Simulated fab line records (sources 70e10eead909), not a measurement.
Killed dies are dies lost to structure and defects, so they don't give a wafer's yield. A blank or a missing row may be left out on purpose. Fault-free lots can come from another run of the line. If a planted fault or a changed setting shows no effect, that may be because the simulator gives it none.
Chamber matching -- flow nand harc -- rie diel-06 running NHARC_P_ZERO_WELL_DESCUM_39: 4 sister chambers
The step chemistry O2, time 3 s. 14 wafers are shown with their chamber, then 7 later ones without.

WAFERS PAIRED WITH THEIR CHAMBERS
wafer,chamber,showerhead plenum p Torr (Torr),drypump motor current A (A),throttle valve pct (%)
L494.1,3,2.00,6.1,11.303
L494.2,0,2.01,5.8,11.313
L494.5,0,2.01,5.7,11.313
L496.1,3,2.00,6.0,11.304
L496.5,2,1.79,5.2,11.310
L496.6,1,1.77,6.7,11.301
L497.3,1,1.77,6.8,11.311
L497.4,2,1.79,5.3,11.296
L497.6,1,1.77,6.8,11.320
L498.2,0,2.01,5.8,11.306
L498.3,2,1.79,5.2,11.318
L498.6,0,2.01,5.8,11.319
L508.3,2,1.78,5.2,11.308
L508.5,2,1.78,5.3,11.309

SIGNATURES, as means of the wafers listed above
reading,chamber 0,chamber 1,chamber 2,chamber 3,scatter within a chamber
showerhead plenum p Torr,2.0100,1.7700,1.7860,2.0000,0.00346
drypump motor current A,5.775,6.767,5.240,6.050,0.0558
throttle valve pct,11.31275,11.31067,11.30820,11.30350,0.00717
Rule: distance of a wafer from a chamber = root of the sum over the readings of ((wafer's reading minus chamber's mean) / reading's scatter) squared. If the next closest chamber is less than 2 further off than the closest, the wafer can't be placed; otherwise it belongs to the closest. The scatter is the square root of a quotient: the sum, over the shown wafers, of each reading's squared deviation from its chamber's mean, divided by wafers minus chambers.

WAFERS WITHOUT THEIR CHAMBER
wafer,showerhead plenum p Torr (Torr),drypump motor current A (A),throttle valve pct (%)
L508.6,1.99,6.0,11.314
L509.1,2.00,5.7,11.321
L509.2,1.99,6.0,11.311
L509.5,1.99,6.0,11.309
L511.1,1.99,5.8,11.311
L511.2,2.07,6.8,11.325
L511.5,1.98,6.0,11.319

WHICH CHAMBER EACH WENT THROUGH
wafer,from the rows above,in truth
L508.6,3,3
L509.1,0,0
L509.2,3,3
L509.5,3,3
L511.1,can't be placed: 3 or 0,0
L511.2,can't be placed: 3 or 0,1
L511.5,3,3
Correctly placed: 5 of 7. Not placeable from these rows: 2 (in 1, the candidates include the true chamber). 0 placed wrongly.
